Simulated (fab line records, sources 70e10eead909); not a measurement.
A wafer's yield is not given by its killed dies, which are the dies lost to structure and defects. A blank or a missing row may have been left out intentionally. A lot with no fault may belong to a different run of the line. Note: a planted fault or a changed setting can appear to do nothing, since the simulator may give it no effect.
fab line records :: flow nand-harc :: part 2 of 2: steps 22 to 32 of 32
record:
  lots: 5
  wafers: 15
  last-day: 32
route steps=1302 shown P_M0@284 P_M1@285
lots that met no fault: from a run of the same line without faults
start-h: hours from the record's first day to the start of the lot's first wafer shown :: wait-h: how many hours have passed since the lot's step before this one :: " the same as in the row above :: L1.1+2: several wafers, shown together as one row :: - no value, or no start was given :: * or withheld: withheld :: < > ~ a bound
route shown NAME@n: NAME is a module with steps in the file, n the number in the route of the first one :: usual: the fault-free wafers' mean and standard deviation :: same: alike in all rows :: chamber/n: place in a boat :: sites: per-site readings :: _std_site: standard deviation across them :: _edge_site: outer sites' mean less inner sites' :: radius-mm: how far each site lies from the wafer's centre :: mask NAME#n: copy n :: behind: the last tool/chamber to shape the wafer :: hold: why the lot went on hold/how many hours it stayed there/how the hold came to an end :: device: transistor that didn't switch, given as n, p or np :: end of line: the same wafers' tests at the end of the route :: where a step has no rows: the recipe by itself :: killed: dies lost to structure and defects at the first sort, not the wafer's yield :: map: dies across one wafer; x = killed, . = not, _ = none there
set.NAME: the setting that was run; set.NAME@STEP: the one run at that earlier step :: model.NAME: the simulator's own value behind a step, which no gauge read
a table for each step, a row for each wafer; lots at some steps of the route
services: a tool's chamber out of use, with start hour (start-h, from the record's first day; less than 0 if before it), hours out, and reason
== steps ==
step: NHARC_P_M1_DEGAS_29
recipe:
  temp-c: 250
  time-s: 60
usual:
  heater-power-w: 345/37
lot.wafer: L074.4
tool: pvd-sputter-01
chamber: -
start-h: 125.84
wait-h: -
heater-power-w: 395

lot.wafer: L074.1
tool: pvd-sputter-01
chamber: -
start-h: 125.84
wait-h: -
heater-power-w: 296

lot.wafer: L074.2
tool: pvd-sputter-01
chamber: -
start-h: 125.84
wait-h: -
heater-power-w: 298

lot.wafer: L081.2
tool: pvd-sputter-01
chamber: -
start-h: 199.30
wait-h: -
heater-power-w: 306

lot.wafer: L081.3
tool: pvd-sputter-01
chamber: -
start-h: 199.30
wait-h: -
heater-power-w: 389

lot.wafer: L081.1
tool: pvd-sputter-01
chamber: -
start-h: 199.30
wait-h: -
heater-power-w: 305

lot.wafer: L091.4
tool: pvd-sputter-03
chamber: -
start-h: 302.18
wait-h: -
heater-power-w: 351

lot.wafer: L091.6
tool: pvd-sputter-03
chamber: -
start-h: 302.18
wait-h: -
heater-power-w: 299

lot.wafer: L091.5
tool: pvd-sputter-03
chamber: -
start-h: 302.18
wait-h: -
heater-power-w: 365

lot.wafer: L093.2
tool: pvd-sputter-01
chamber: -
start-h: 315.34
wait-h: -
heater-power-w: 345

lot.wafer: L093.4
tool: pvd-sputter-01
chamber: -
start-h: 315.34
wait-h: -
heater-power-w: 317

lot.wafer: L093.6
tool: pvd-sputter-01
chamber: -
start-h: 315.34
wait-h: -
heater-power-w: 335

lot.wafer: L092.3
tool: pvd-sputter-03
chamber: -
start-h: 315.84
wait-h: -
heater-power-w: 343

lot.wafer: L092.1
tool: pvd-sputter-03
chamber: -
start-h: 315.84
wait-h: -
heater-power-w: 373

lot.wafer: L092.5
tool: pvd-sputter-03
chamber: -
start-h: 315.84
wait-h: -
heater-power-w: 349
step: NHARC_P_M1_PRE_CLEAN_30
recipe:
  time-s: 30
  temp-c: 280
  gas: H2/He
usual:
  heater-power-w: 420/43
lot.wafer: L074.2
tool: pvd-sputter-01
chamber: -
start-h: -
wait-h: -
heater-power-w: 443

lot.wafer: L074.1
tool: pvd-sputter-01
chamber: -
start-h: -
wait-h: -
heater-power-w: 367

lot.wafer: L074.4
tool: pvd-sputter-01
chamber: -
start-h: -
wait-h: -
heater-power-w: 468

lot.wafer: L081.2
tool: pvd-sputter-01
chamber: -
start-h: -
wait-h: -
heater-power-w: 372

lot.wafer: L081.3
tool: pvd-sputter-01
chamber: -
start-h: -
wait-h: -
heater-power-w: 457

lot.wafer: L081.1
tool: pvd-sputter-01
chamber: -
start-h: -
wait-h: -
heater-power-w: 471

lot.wafer: L091.4
tool: pvd-sputter-03
chamber: -
start-h: -
wait-h: -
heater-power-w: 373

lot.wafer: L091.5
tool: pvd-sputter-03
chamber: -
start-h: -
wait-h: -
heater-power-w: 359

lot.wafer: L091.6
tool: pvd-sputter-03
chamber: -
start-h: -
wait-h: -
heater-power-w: 452

lot.wafer: L093.2
tool: pvd-sputter-01
chamber: -
start-h: -
wait-h: -
heater-power-w: 417

lot.wafer: L093.4
tool: pvd-sputter-01
chamber: -
start-h: -
wait-h: -
heater-power-w: 475

lot.wafer: L093.6
tool: pvd-sputter-01
chamber: -
start-h: -
wait-h: -
heater-power-w: 415

lot.wafer: L092.1
tool: pvd-sputter-03
chamber: -
start-h: -
wait-h: -
heater-power-w: 432

lot.wafer: L092.3
tool: pvd-sputter-03
chamber: -
start-h: -
wait-h: -
heater-power-w: 455

lot.wafer: L092.5
tool: pvd-sputter-03
chamber: -
start-h: -
wait-h: -
heater-power-w: 434
step: NHARC_P_M1_PVD_20
recipe:
  target-thk-a: 50
  bias-v: 168.6
  power-w: 15000
  chamber-pressure-pa: 0.12
  time-s: 8.06
  substrate-temp-c: 50
  material: TaN
usual:
  throttle-valve-pct: 30.0/0.89
lot.wafer: L074.1
tool: pvd-sputter-01
chamber: -
start-h: -
wait-h: -
throttle-valve-pct: 30.1

lot.wafer: L074.2
tool: pvd-sputter-01
chamber: -
start-h: -
wait-h: -
throttle-valve-pct: 29.6

lot.wafer: L074.4
tool: pvd-sputter-01
chamber: -
start-h: -
wait-h: -
throttle-valve-pct: 30.3

lot.wafer: L081.3
tool: pvd-sputter-01
chamber: -
start-h: -
wait-h: -
throttle-valve-pct: 30.6

lot.wafer: L081.1
tool: pvd-sputter-01
chamber: -
start-h: -
wait-h: -
throttle-valve-pct: 29.7

lot.wafer: L081.2
tool: pvd-sputter-01
chamber: -
start-h: -
wait-h: -
throttle-valve-pct: 29.3

lot.wafer: L091.4
tool: pvd-sputter-03
chamber: -
start-h: -
wait-h: -
throttle-valve-pct: 30.0

lot.wafer: L091.6
tool: pvd-sputter-03
chamber: -
start-h: -
wait-h: -
throttle-valve-pct: 30.8

lot.wafer: L091.5
tool: pvd-sputter-03
chamber: -
start-h: -
wait-h: -
throttle-valve-pct: 31.0

lot.wafer: L093.4
tool: pvd-sputter-01
chamber: -
start-h: -
wait-h: -
throttle-valve-pct: 30.7

lot.wafer: L093.2
tool: pvd-sputter-01
chamber: -
start-h: -
wait-h: -
throttle-valve-pct: 29.4

lot.wafer: L093.6
tool: pvd-sputter-01
chamber: -
start-h: -
wait-h: -
throttle-valve-pct: 29.9

lot.wafer: L092.1
tool: pvd-sputter-03
chamber: -
start-h: -
wait-h: -
throttle-valve-pct: 31.0

lot.wafer: L092.3
tool: pvd-sputter-03
chamber: -
start-h: -
wait-h: -
throttle-valve-pct: 29.9

lot.wafer: L092.5
tool: pvd-sputter-03
chamber: -
start-h: -
wait-h: -
throttle-valve-pct: 30.5
step: NHARC_P_M1_PVD_21
recipe:
  target-thk-a: 300
  chamber-pressure-pa: 5
  power-w: 5000
  substrate-temp-c: 30
  time-s: 20.49
  material: Cu
usual:
  throttle-valve-pct: 30.0/0.9
lot.wafer: L074.1
tool: pvd-sputter-01
chamber: -
start-h: -
wait-h: -
throttle-valve-pct: 29.7

lot.wafer: L074.2
tool: pvd-sputter-01
chamber: -
start-h: -
wait-h: -
throttle-valve-pct: 30.0

lot.wafer: L074.4
tool: pvd-sputter-01
chamber: -
start-h: -
wait-h: -
throttle-valve-pct: 30.6

lot.wafer: L081.2
tool: pvd-sputter-01
chamber: -
start-h: -
wait-h: -
throttle-valve-pct: 30.7

lot.wafer: L081.1
tool: pvd-sputter-01
chamber: -
start-h: -
wait-h: -
throttle-valve-pct: 29.7

lot.wafer: L081.3
tool: pvd-sputter-01
chamber: -
start-h: -
wait-h: -
throttle-valve-pct: 29.7

lot.wafer: L091.4
tool: pvd-sputter-03
chamber: -
start-h: -
wait-h: -
throttle-valve-pct: 31.1

lot.wafer: L091.5
tool: pvd-sputter-03
chamber: -
start-h: -
wait-h: -
throttle-valve-pct: 30.9

lot.wafer: L091.6
tool: pvd-sputter-03
chamber: -
start-h: -
wait-h: -
throttle-valve-pct: 29.1

lot.wafer: L093.2
tool: pvd-sputter-01
chamber: -
start-h: -
wait-h: -
throttle-valve-pct: 29.1

lot.wafer: L093.4
tool: pvd-sputter-01
chamber: -
start-h: -
wait-h: -
throttle-valve-pct: 30.2

lot.wafer: L093.6
tool: pvd-sputter-01
chamber: -
start-h: -
wait-h: -
throttle-valve-pct: 29.1

lot.wafer: L092.3
tool: pvd-sputter-03
chamber: -
start-h: -
wait-h: -
throttle-valve-pct: 31.4

lot.wafer: L092.1
tool: pvd-sputter-03
chamber: -
start-h: -
wait-h: -
throttle-valve-pct: 29.0

lot.wafer: L092.5
tool: pvd-sputter-03
chamber: -
start-h: -
wait-h: -
throttle-valve-pct: 30.9
step: NHARC_P_M1_ECD_22
recipe:
  target-thk-a: 4000
  bath-temp-c: 25
  material: Cu
usual:
  bath-temp-c: 25.00/0.1
lot.wafer: L074.2
tool: ecd-cu-02
chamber: 1
start-h: 126.22
wait-h: -
bath-temp-c: 24.88

lot.wafer: L074.1
tool: ecd-cu-02
chamber: 0
start-h: 126.22
wait-h: -
bath-temp-c: 24.93

lot.wafer: L074.4
tool: ecd-cu-02
chamber: 1
start-h: 126.22
wait-h: -
bath-temp-c: 25.15

lot.wafer: L081.1
tool: ecd-cu-01
chamber: 0
start-h: 199.66
wait-h: -
bath-temp-c: 25.06

lot.wafer: L081.2
tool: ecd-cu-01
chamber: 1
start-h: 199.66
wait-h: -
bath-temp-c: 25.01

lot.wafer: L081.3
tool: ecd-cu-01
chamber: 1
start-h: 199.66
wait-h: -
bath-temp-c: 24.96

lot.wafer: L091.4
tool: ecd-cu-01
chamber: 1
start-h: 302.63
wait-h: -
bath-temp-c: 24.87

lot.wafer: L091.6
tool: ecd-cu-01
chamber: 1
start-h: 302.63
wait-h: -
bath-temp-c: 25.23

lot.wafer: L091.5
tool: ecd-cu-01
chamber: 0
start-h: 302.63
wait-h: -
bath-temp-c: 25.05

lot.wafer: L093.2
tool: ecd-cu-01
chamber: 0
start-h: 315.71
wait-h: -
bath-temp-c: 25.15

lot.wafer: L093.4
tool: ecd-cu-01
chamber: 1
start-h: 315.71
wait-h: -
bath-temp-c: 25.25

lot.wafer: L093.6
tool: ecd-cu-01
chamber: 1
start-h: 315.71
wait-h: -
bath-temp-c: 25.00

lot.wafer: L092.1
tool: ecd-cu-02
chamber: 0
start-h: 316.21
wait-h: -
bath-temp-c: 24.93

lot.wafer: L092.3
tool: ecd-cu-02
chamber: 1
start-h: 316.21
wait-h: -
bath-temp-c: 25.13

lot.wafer: L092.5
tool: ecd-cu-02
chamber: 1
start-h: 316.21
wait-h: -
bath-temp-c: 25.06
step: NHARC_P_M1_ANNEAL_31
recipe:
  temp-c: 225
  time-s: 90
usual:
  anneal-temp-c-max: 225.83/0.22
  wafer_temp_C_max: 225.81/0.25
lot.wafer: L074.1
tool: rtp-anneal-02
chamber: 0
start-h: 126.59
wait-h: 0.3
anneal-temp-c-max: 225.84
wafer_temp_C_max: 225.78

lot.wafer: L074.2
tool: rtp-anneal-02
chamber: 0
start-h: 126.59
wait-h: 0.3
anneal-temp-c-max: 225.53
wafer_temp_C_max: 225.67

lot.wafer: L074.4
tool: rtp-anneal-02
chamber: 0
start-h: 126.59
wait-h: 0.3
anneal-temp-c-max: 225.73
wafer_temp_C_max: 225.37

lot.wafer: L081.1
tool: rtp-anneal-02
chamber: 0
start-h: 200.03
wait-h: -
anneal-temp-c-max: 225.67
wafer_temp_C_max: 225.92

lot.wafer: L081.2
tool: rtp-anneal-02
chamber: 0
start-h: 200.03
wait-h: -
anneal-temp-c-max: 225.85
wafer_temp_C_max: 225.73

lot.wafer: L081.3
tool: rtp-anneal-02
chamber: 0
start-h: 200.03
wait-h: -
anneal-temp-c-max: 225.83
wafer_temp_C_max: 225.75

lot.wafer: L091.4
tool: rtp-anneal-02
chamber: 0
start-h: 303.06
wait-h: -
anneal-temp-c-max: 225.88
wafer_temp_C_max: 225.76

lot.wafer: L091.5
tool: rtp-anneal-02
chamber: 0
start-h: 303.06
wait-h: -
anneal-temp-c-max: 226.11
wafer_temp_C_max: 225.46

lot.wafer: L091.6
tool: rtp-anneal-02
chamber: 0
start-h: 303.06
wait-h: -
anneal-temp-c-max: 225.75
wafer_temp_C_max: 225.58

lot.wafer: L093.2
tool: rtp-anneal-02
chamber: 0
start-h: 316.14
wait-h: 0.4
anneal-temp-c-max: 225.86
wafer_temp_C_max: 225.49

lot.wafer: L093.4
tool: rtp-anneal-02
chamber: 0
start-h: 316.14
wait-h: 0.4
anneal-temp-c-max: 225.52
wafer_temp_C_max: 225.99

lot.wafer: L093.6
tool: rtp-anneal-02
chamber: 0
start-h: 316.14
wait-h: 0.4
anneal-temp-c-max: 225.59
wafer_temp_C_max: 226.08

lot.wafer: L092.1
tool: rtp-anneal-02
chamber: 0
start-h: 316.59
wait-h: -
anneal-temp-c-max: 225.69
wafer_temp_C_max: 225.71

lot.wafer: L092.3
tool: rtp-anneal-02
chamber: 0
start-h: 316.59
wait-h: -
anneal-temp-c-max: 225.69
wafer_temp_C_max: 225.63

lot.wafer: L092.5
tool: rtp-anneal-02
chamber: 0
start-h: 316.59
wait-h: -
anneal-temp-c-max: 225.61
wafer_temp_C_max: 225.71
step: NHARC_P_M1_CMP_23
recipe:
  t-overpolish-s: 20
  target-thk-nm: 157.82
usual:
  motor-current-A: 12.4/1.3
  slurry-filter-dp-kPa: 13.51/0.14
  time-to-endpoint-s: 29/3.4
lot.wafer: L074.2
tool: cmp-04
chamber: 0
start-h: 126.94
wait-h: -
motor-current-A: 12.7
slurry-filter-dp-kPa: 13.47
time-to-endpoint-s: 32

lot.wafer: L074.4
tool: cmp-04
chamber: 2
start-h: 126.94
wait-h: -
motor-current-A: 12.2
slurry-filter-dp-kPa: 13.34
time-to-endpoint-s: 30

lot.wafer: L074.1
tool: cmp-04
chamber: 3
start-h: 126.94
wait-h: -
motor-current-A: 13.5
slurry-filter-dp-kPa: 13.54
time-to-endpoint-s: 30

lot.wafer: L081.1
tool: cmp-04
chamber: 1
start-h: 200.41
wait-h: -
motor-current-A: 11.8
slurry-filter-dp-kPa: 13.42
time-to-endpoint-s: 26

lot.wafer: L081.2
tool: cmp-04
chamber: 2
start-h: 200.41
wait-h: -
motor-current-A: 11.8
slurry-filter-dp-kPa: 13.57
time-to-endpoint-s: 30

lot.wafer: L081.3
tool: cmp-04
chamber: 3
start-h: 200.41
wait-h: -
motor-current-A: 13.9
slurry-filter-dp-kPa: 13.57
time-to-endpoint-s: 28

lot.wafer: L091.4
tool: cmp-02
chamber: 3
start-h: 303.24
wait-h: -
motor-current-A: 13.4
slurry-filter-dp-kPa: 13.59
time-to-endpoint-s: 32

lot.wafer: L091.5
tool: cmp-02
chamber: 3
start-h: 303.24
wait-h: -
motor-current-A: 12.8
slurry-filter-dp-kPa: 13.30
time-to-endpoint-s: 32

lot.wafer: L091.6
tool: cmp-02
chamber: 0
start-h: 303.24
wait-h: -
motor-current-A: 11.0
slurry-filter-dp-kPa: 13.67
time-to-endpoint-s: 21

lot.wafer: L093.2
tool: cmp-03
chamber: 1
start-h: 316.49
wait-h: -
motor-current-A: 13.0
slurry-filter-dp-kPa: 13.50
time-to-endpoint-s: 31

lot.wafer: L093.4
tool: cmp-03
chamber: 2
start-h: 316.49
wait-h: -
motor-current-A: 10.3
slurry-filter-dp-kPa: 13.30
time-to-endpoint-s: 33

lot.wafer: L093.6
tool: cmp-03
chamber: 3
start-h: 316.49
wait-h: -
motor-current-A: 11.3
slurry-filter-dp-kPa: 13.18
time-to-endpoint-s: 28

lot.wafer: L092.3
tool: cmp-02
chamber: 0
start-h: 316.93
wait-h: -
motor-current-A: 11.0
slurry-filter-dp-kPa: 13.59
time-to-endpoint-s: 24

lot.wafer: L092.1
tool: cmp-02
chamber: 1
start-h: 316.93
wait-h: -
motor-current-A: 14.7
slurry-filter-dp-kPa: 13.60
time-to-endpoint-s: 28

lot.wafer: L092.5
tool: cmp-02
chamber: 0
start-h: 316.93
wait-h: -
motor-current-A: 11.6
slurry-filter-dp-kPa: 13.59
time-to-endpoint-s: 24
step: NHARC_P_M1_THK_MEAS_24
recipe:
  thk-meas-gauge: xrf
usual:
  thk-nm: 158.0/1.8
lot.wafer: L074.1
tool: film-metro-02
chamber: -
start-h: 127.26
wait-h: -
thk-nm: 156.4

lot.wafer: L074.2
tool: film-metro-02
chamber: -
start-h: 127.26
wait-h: -
thk-nm: 157.2

lot.wafer: L074.4
tool: film-metro-02
chamber: -
start-h: 127.26
wait-h: -
thk-nm: 156.5

lot.wafer: L081.1
tool: film-metro-02
chamber: -
start-h: 200.69
wait-h: -
thk-nm: 155.8

lot.wafer: L081.2
tool: film-metro-02
chamber: -
start-h: 200.69
wait-h: -
thk-nm: 159.3

lot.wafer: L081.3
tool: film-metro-02
chamber: -
start-h: 200.69
wait-h: -
thk-nm: 156.9

lot.wafer: L091.4
tool: film-metro-01
chamber: -
start-h: 303.56
wait-h: -
thk-nm: 158.9

lot.wafer: L091.5
tool: film-metro-01
chamber: -
start-h: 303.56
wait-h: -
thk-nm: 158.7

lot.wafer: L091.6
tool: film-metro-01
chamber: -
start-h: 303.56
wait-h: -
thk-nm: 156.2

lot.wafer: L093.2
tool: film-metro-02
chamber: -
start-h: 316.75
wait-h: -
thk-nm: 156.2

lot.wafer: L093.4
tool: film-metro-02
chamber: -
start-h: 316.75
wait-h: -
thk-nm: 159.2

lot.wafer: L093.6
tool: film-metro-02
chamber: -
start-h: 316.75
wait-h: -
thk-nm: 156.1

lot.wafer: L092.1
tool: film-metro-02
chamber: -
start-h: 317.25
wait-h: -
thk-nm: 158.1

lot.wafer: L092.3
tool: film-metro-02
chamber: -
start-h: 317.25
wait-h: -
thk-nm: 155.3

lot.wafer: L092.5
tool: film-metro-02
chamber: -
start-h: 317.25
wait-h: -
thk-nm: 156.1
step: NHARC_P_M1_SRD_25
lot.wafer: L074.2+1+4
tool: wet-bench-10
chamber: 7,0,2
start-h: 127.31
wait-h: 0.0

lot.wafer: L081.3+1+2
tool: wet-bench-10
chamber: 0,2,5
start-h: 200.73
wait-h: 0.0

lot.wafer: L091.6+5+4
tool: wet-bench-10
chamber: 0,2,5
start-h: 303.60
wait-h: 0.0

lot.wafer: L093.2+6+4
tool: wet-bench-08
chamber: 6,7,0
start-h: 316.80
wait-h: 0.0

lot.wafer: L092.3+1+5
tool: wet-bench-08
chamber: 4,5,6
start-h: 317.30
wait-h: 0.0
step: NHARC_P_M1_INSPECT_27
usual:
  raw-defect-count: 285/130
lot.wafer: L074.1
tool: defect-inspect-02
chamber: -
start-h: 127.42
wait-h: 0.0
raw-defect-count: 193

lot.wafer: L074.2
tool: defect-inspect-02
chamber: -
start-h: 127.42
wait-h: 0.0
raw-defect-count: 307

lot.wafer: L074.4
tool: defect-inspect-02
chamber: -
start-h: 127.42
wait-h: 0.0
raw-defect-count: 230

lot.wafer: L081.1
tool: defect-inspect-02
chamber: -
start-h: 200.85
wait-h: 0.0
raw-defect-count: 295

lot.wafer: L081.2
tool: defect-inspect-02
chamber: -
start-h: 200.85
wait-h: 0.0
raw-defect-count: 327

lot.wafer: L081.3
tool: defect-inspect-02
chamber: -
start-h: 200.85
wait-h: 0.0
raw-defect-count: 366

lot.wafer: L091.4
tool: defect-inspect-02
chamber: -
start-h: 303.73
wait-h: 0.0
raw-defect-count: 256

lot.wafer: L091.5
tool: defect-inspect-02
chamber: -
start-h: 303.73
wait-h: 0.0
raw-defect-count: 242

lot.wafer: L091.6
tool: defect-inspect-02
chamber: -
start-h: 303.73
wait-h: 0.0
raw-defect-count: 601

lot.wafer: L093.2
tool: defect-inspect-02
chamber: -
start-h: 316.91
wait-h: 0.0
raw-defect-count: 277

lot.wafer: L093.4
tool: defect-inspect-02
chamber: -
start-h: 316.91
wait-h: 0.0
raw-defect-count: 243

lot.wafer: L093.6
tool: defect-inspect-02
chamber: -
start-h: 316.91
wait-h: 0.0
raw-defect-count: 141

lot.wafer: L092.1
tool: defect-inspect-01
chamber: -
start-h: 317.41
wait-h: 0.0
raw-defect-count: 198

lot.wafer: L092.3
tool: defect-inspect-01
chamber: -
start-h: 317.41
wait-h: 0.0
raw-defect-count: 292

lot.wafer: L092.5
tool: defect-inspect-01
chamber: -
start-h: 317.41
wait-h: 0.0
raw-defect-count: 198
step: NHARC_P_M1_PRE_CLEAN_32
recipe:
  time-s: 12
  temp-c: 370
  rf-power-w: 300
  gas: NH3
usual:
  heater-power-w: 645/85
lot.wafer: L074.1
tool: pecvd-02
chamber: 0
start-h: 127.49
wait-h: 0.1
heater-power-w: 515

lot.wafer: L074.2
tool: pecvd-02
chamber: 1
start-h: 127.49
wait-h: 0.1
heater-power-w: 649

lot.wafer: L074.4
tool: pecvd-02
chamber: 0
start-h: 127.49
wait-h: 0.1
heater-power-w: 504

lot.wafer: L081.1
tool: pecvd-01
chamber: 1
start-h: 200.92
wait-h: 0.1
heater-power-w: 690

lot.wafer: L081.2
tool: pecvd-01
chamber: 2
start-h: 200.92
wait-h: 0.1
heater-power-w: 716

lot.wafer: L081.3
tool: pecvd-01
chamber: 0
start-h: 200.92
wait-h: 0.1
heater-power-w: 650

lot.wafer: L091.4
tool: pecvd-02
chamber: 1
start-h: 303.83
wait-h: 0.1
heater-power-w: 719

lot.wafer: L091.5
tool: pecvd-02
chamber: 2
start-h: 303.83
wait-h: 0.1
heater-power-w: 763

lot.wafer: L091.6
tool: pecvd-02
chamber: 0
start-h: 303.83
wait-h: 0.1
heater-power-w: 522

lot.wafer: L093.2
tool: pecvd-02
chamber: 1
start-h: 317.00
wait-h: 0.1
heater-power-w: 716

lot.wafer: L093.4
tool: pecvd-02
chamber: 2
start-h: 317.00
wait-h: 0.1
heater-power-w: 683

lot.wafer: L093.6
tool: pecvd-02
chamber: 0
start-h: 317.00
wait-h: 0.1
heater-power-w: 546

lot.wafer: L092.1
tool: pecvd-02
chamber: 2
start-h: 317.59
wait-h: 0.2
heater-power-w: 639

lot.wafer: L092.3
tool: pecvd-02
chamber: 0
start-h: 317.59
wait-h: 0.2
heater-power-w: 534

lot.wafer: L092.5
tool: pecvd-02
chamber: 2
start-h: 317.59
wait-h: 0.2
heater-power-w: 651
== services ==
tool: rie-diel-11
chamber: 1
start-h: 102.02
hours: 4.7
kind: repair

tool: rie-diel-03
chamber: -
start-h: 104.30
hours: 9.0
kind: pm

tool: rie-diel-03
chamber: 1
start-h: 116.74
hours: 4.8
kind: repair

tool: wet-bench-10
chamber: -
start-h: 135.20
hours: 8.0
kind: pm

tool: rie-diel-03
chamber: 3
start-h: 140.03
hours: 1.7
kind: repair

tool: rie-diel-11
chamber: -
start-h: 147.42
hours: 2.5
kind: repair

tool: litho-track-01
chamber: -
start-h: 155.00
hours: 7.0
kind: pm

tool: pvd-sputter-01
chamber: -
start-h: 163.90
hours: 2.9
kind: repair

tool: pvd-sputter-03
chamber: -
start-h: 170.00
hours: 10.0
kind: pm

tool: rie-diel-03
chamber: -
start-h: 176.73
hours: 0.3
kind: repair

tool: litho-track-06
chamber: -
start-h: 179.00
hours: 7.0
kind: pm

tool: pvd-sputter-01
chamber: -
start-h: 201.00
hours: 6.2
kind: repair

tool: wet-bench-10
chamber: -
start-h: 202.19
hours: 2.5
kind: repair

tool: pecvd-02
chamber: -
start-h: 202.37
hours: 0.9
kind: repair

tool: litho-track-04
chamber: -
start-h: 203.00
hours: 7.0
kind: pm

tool: pvd-sputter-01
chamber: -
start-h: 225.78
hours: 6.6
kind: repair

tool: pecvd-02
chamber: -
start-h: 227.29
hours: 13.0
kind: pm

tool: rie-diel-03
chamber: 3
start-h: 233.74
hours: 10.9
kind: repair

tool: rie-diel-11
chamber: -
start-h: 255.56
hours: 9.0
kind: pm

tool: pvd-sputter-01
chamber: -
start-h: 255.64
hours: 2.1
kind: repair

tool: rie-diel-03
chamber: -
start-h: 281.32
hours: 9.0
kind: pm

tool: pecvd-02
chamber: 2
start-h: 297.35
hours: 2.5
kind: repair

tool: rie-diel-11
chamber: 2
start-h: 303.69
hours: 10.1
kind: repair

tool: rie-diel-03
chamber: 2
start-h: 311.91
hours: 2.2
kind: repair
